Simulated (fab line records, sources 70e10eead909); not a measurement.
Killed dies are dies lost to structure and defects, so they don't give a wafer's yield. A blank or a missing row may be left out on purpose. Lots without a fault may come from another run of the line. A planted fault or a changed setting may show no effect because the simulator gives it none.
A struck lot beside a sound one | flow nand_harc | 15 steps out of a route of 1302
Sound: wafers L916.2, L916.3, L916.6. Struck: wafers L929.3, L929.4, L929.5. The cause comes at the end.
At each step with rows: each side's tool, then ch and its chambers, then its first start. Under that, the readings that differ: sound wafers | struck wafers | difference of the means | sigmas: that difference in standard deviations of wafers without a fault.
alike: readings whose means differ by less than 2 such deviations, and words and numbers that are the same on both sides. not compared: withheld readings, readings that some wafer has no value for, bounds like >300 that may hide the same value, and numbers for which the record gives no deviation and whose values overlap.
The two part at a step that has a row with sigmas, a row that says differs or no value, or rows on one side only. Numbers that don't overlap but have no deviation are shown without sigmas and don't part them. A reading that every wafer of one side lacks parts them only if that side has two wafers or more.

first, 4 steps without rows for these wafers: NHARC_A_BONDPAD_EBR_05; NHARC_A_BONDPAD_EXPOSE_06 (exposes mask A BPAD); NHARC_A_BONDPAD_PEB_07 (peb time 80 s); NHARC_A_BONDPAD_DEVELOP_08 (time 50 s).
NHARC_A_BONDPAD_CD_MEAS_09: target cd 500 nm.
  sound on cd_sem-02 ch 0, day 25 06:20; struck on cd_sem-03 ch 0, day 31 07:00
  reading    | sound             | struck            | difference | sigmas
  cd_nm (nm) | 502.0 499.5 501.7 | 498.1 495.9 497.5 | -3.9       | -2
NHARC_A_BONDPAD_OVL_MEAS_35:
  sound on overlay-02, day 25 06:26; struck on overlay-02, day 31 07:05
  reading           | sound | struck   | difference | sigmas
  overlay_y_nm (nm) | 3 2 3 | 18 17 17 | +15        | +2
  alike: overlay_x_nm
then, 1 step without rows for these wafers: NHARC_A_BONDPAD_HARDBAKE_10 (time 65 s).
NHARC_A_BONDPAD_DESCUM_11: chemistry O2, time 3 s.
  sound on rie_diel-11 ch 0,3, day 25 06:34; struck on rie_diel-11 ch 1,2,3, day 31 07:13
  reading               | sound             | struck            | difference | sigmas
  oes_product_au (a.u.) | 0.990 0.989 0.991 | 1.021 1.000 1.001 | +0.017     | +2
  alike: drypump_motor_current_A, rf_vpp_V, showerhead_plenum_p_Torr, throttle_valve_pct
  not compared: rf_hours_counter_h
NHARC_A_BONDPAD_ETCH_34: etches the open film in N2/H2, target depth 60 nm, overetch 18 nm, time 65.91 s.
  sound on rie_diel-11 ch 1,3, day 25 06:38; struck on rie_diel-11 ch 0,1,2, day 31 07:18
  reading               | sound             | struck            | difference | sigmas
  oes_product_au (a.u.) | 0.991 0.976 0.984 | 1.007 1.006 1.005 | +0.022     | +3
  alike: drypump_motor_current_A, rf_vpp_V, run_length_s, showerhead_plenum_p_Torr, throttle_valve_pct
  not compared: rf_hours_counter_h
NHARC_A_BONDPAD_ETCH_12: etches the open film in CHF3/O2, target depth 220 nm, time 110 s.
  sound on rie_diel-11 ch 0,2; struck on rie_diel-11 ch 0,2,3
  alike: drypump_motor_current_A, oes_product_au, rf_vpp_V, run_length_s, showerhead_plenum_p_Torr, throttle_valve_pct
  not compared: rf_hours_counter_h
NHARC_A_BONDPAD_CD_MEAS_13:
  sound on cd_sem-01, day 25 06:52; struck on cd_sem-01, day 31 07:32
  reading    | sound             | struck            | difference | sigmas
  cd_nm (nm) | 501.6 498.4 501.2 | 496.6 494.2 496.1 | -4.8       | -3
NHARC_A_BONDPAD_STRIP_15: strips in O2.
  sound on rie_diel-10 ch 0,1,2, day 25 06:58; struck on rie_diel-10 ch 0,1, day 31 07:37
  alike: drypump_motor_current_A, oes_product_au, rf_vpp_V, showerhead_plenum_p_Torr, throttle_valve_pct
  not compared: rf_hours_counter_h
NHARC_A_BONDPAD_ETCH_24: etches the open film in CF4/N2, target depth 30 nm, time 72.99 s.
  sound on rie_diel-10 ch 0,2,3, day 25 07:07; struck on rie_diel-10 ch 0,1,2, day 31 07:45
  reading          | sound          | struck         | difference | sigmas
  run_length_s (s) | 94.7 94.3 93.9 | 77.5 79.2 78.0 | -16.1      | -40
  alike: drypump_motor_current_A, oes_product_au, rf_vpp_V, showerhead_plenum_p_Torr, throttle_valve_pct
  not compared: rf_hours_counter_h
then, 1 step without rows for these wafers: NHARC_A_BONDPAD_STRIP_16 (strips in post etch residue remover, time 600 s).
NHARC_END_SORT_01:
  the record has rows for the sound wafers here (prober-02 ch 0, day 26 13:02) and none for the struck ones

WHERE THEY PART
First at NHARC_A_BONDPAD_CD_MEAS_09; last, within this record, at NHARC_END_SORT_01.

WHY: what the simulator had put in
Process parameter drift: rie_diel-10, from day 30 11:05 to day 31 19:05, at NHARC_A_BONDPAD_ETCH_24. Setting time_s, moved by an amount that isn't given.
